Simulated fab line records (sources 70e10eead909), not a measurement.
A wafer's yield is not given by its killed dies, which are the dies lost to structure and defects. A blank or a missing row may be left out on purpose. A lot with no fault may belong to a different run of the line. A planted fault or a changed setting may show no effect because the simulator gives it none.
8D (eight disciplines) problem report, filled in by code / flow nand_harc / the parts of the form that need people (team, actions taken, sign-off) are left out

## 1. PROBLEM STATEMENT
Mean of killed_at_periphery at NHARC_END_SORT_01: 38.0 across 2 wafers in 2 lots; on wafers with no fault it is 3.1 (standard deviation 2.2). That is +16 standard deviations from the usual mean.
The first sign was on wafer L455.4 at day 22 00:19, on prober-01. At this step, 6 wafers from 2 lots have a number in the record. The rule behind "out" and "out of limits": a value lying over 4 standard deviations away from the usual mean. The rest of the wafers with a number are treated as sound.

## 2. WHAT IT IS, WHAT IT ISN'T
question=which readings at this step | is=killed_at_periphery, sort_bin_3_pct | is not=killed_at_array, killed_at_other, killed_open, killed_short, sort_bin_4_pct
question=which lots | is=L454, L455 | is not=-
question=which wafers of those lots | is=L454.5, L455.4 | is not=L454.1, L454.6, L455.2, L455.3
question=read on which gauges | is=prober-01, prober-02 | is not=-
question=when | is=from day 22 00:19 | is not=up to then (2 sound wafers); but 2 sound wafers of L454 came after

## 3. WHAT RULES OUT EACH SUSPECT
Counting: any tool at a process step up to the reading remains a suspect provided it ran every lot that is out. Sound lots after the first of them don't rule it out here, since some wafers of a struck lot are sound.
- the gauge at NHARC_END_SORT_01: ruled out. The wafers that are out were read on 2 gauges (prober-01, prober-02).
- rie_diel-09 at NHARC_P_BONDPAD_ETCH_37 (etches the open film in N2/H2, target depth 60 nm, overetch 18 nm, time 65.91 s): kept. It ran every lot that is out, first L454 (day 8 20:14).
- rie_diel-02 at NHARC_A_BONDPAD_ETCH_12 (etches the open film in CHF3/O2, target depth 220 nm, time 110 s): kept. It ran every lot that is out, first L454 (day 21 07:19). With no start given for some of its lots, NHARC_A_BONDPAD_ETCH_12 uses the hours and lot order of NHARC_THIN_TSV_ETCH_44.
- rie_diel-06 at NHARC_THIN_TSV_ETCH_44 (etches the open film in CF4/O2, target depth 1594.2 nm, time 797.1 s): kept. It ran every lot that is out, first L454 (day 21 07:19).
- plasma_asher-02 at NHARC_THIN_TSV_STRIP_62 (strips in N2/H2, time 20 s): kept. It ran every lot that is out, first L454 (day 21 09:40).
- Within rie_diel-09 at NHARC_P_BONDPAD_ETCH_37: the wafers that are out ran in chamber 1; their sound lot-mates ran in chambers 0, 2, 3.
- Within rie_diel-02 at NHARC_A_BONDPAD_ETCH_12: the wafers that are out ran in chambers 2, 3; their sound lot-mates ran in chambers 0, 1.
Left after counting: rie_diel-09 at NHARC_P_BONDPAD_ETCH_37, rie_diel-02 at NHARC_A_BONDPAD_ETCH_12, rie_diel-06 at NHARC_THIN_TSV_ETCH_44, plasma_asher-02 at NHARC_THIN_TSV_STRIP_62.

## 4. THE CAUSE (what the simulator had put in)
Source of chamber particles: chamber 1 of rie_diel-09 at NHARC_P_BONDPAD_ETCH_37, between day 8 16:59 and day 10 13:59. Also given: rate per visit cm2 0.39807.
Of the 4 suspects that counting leaves, this tool is one.

## 5. THE EFFECT CHAIN, in route order
Each row: a reading where the mean over the struck wafers with a number is more than 3 standard deviations away from the usual. Scope: only readings with a usual standard deviation given in the record; hours: median across lots of the time from each lot's start at the first step in this table that gives one to its start at this step; sigmas: change in usual standard deviations.
hours=0; step=NHARC_END_SORT_01; reading=killed_at_periphery; usual=3.1; on struck wafers=38.0; change=+34.9; sigmas=+16
hours=0; step=NHARC_END_SORT_01; reading=sort_bin_2_pct; usual=1.5 %; on struck wafers=3.8; change=+2.2; sigmas=+3.1
hours=0; step=NHARC_END_SORT_01; reading=sort_bin_3_pct; usual=0.27 %; on struck wafers=1.92; change=+1.65; sigmas=+7.5

## 6. HOW IT WOULD HAVE BEEN CAUGHT EARLIER
319 hours passed between the start of the fault at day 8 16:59 and the first reading out of limits at a measuring or inspecting step in this record, taken at day 22 00:19.
An alarm limit of 4 standard deviations would not have fired on the tool readings at NHARC_P_BONDPAD_ETCH_37 for which the record gives a usual standard deviation, since none of them was out on any struck wafer.
By day 22 00:19 the whole set of lots that are out, 2 in number, had already begun NHARC_P_BONDPAD_ETCH_37 on rie_diel-09. Tool hold at that time: it would have spared none of them.
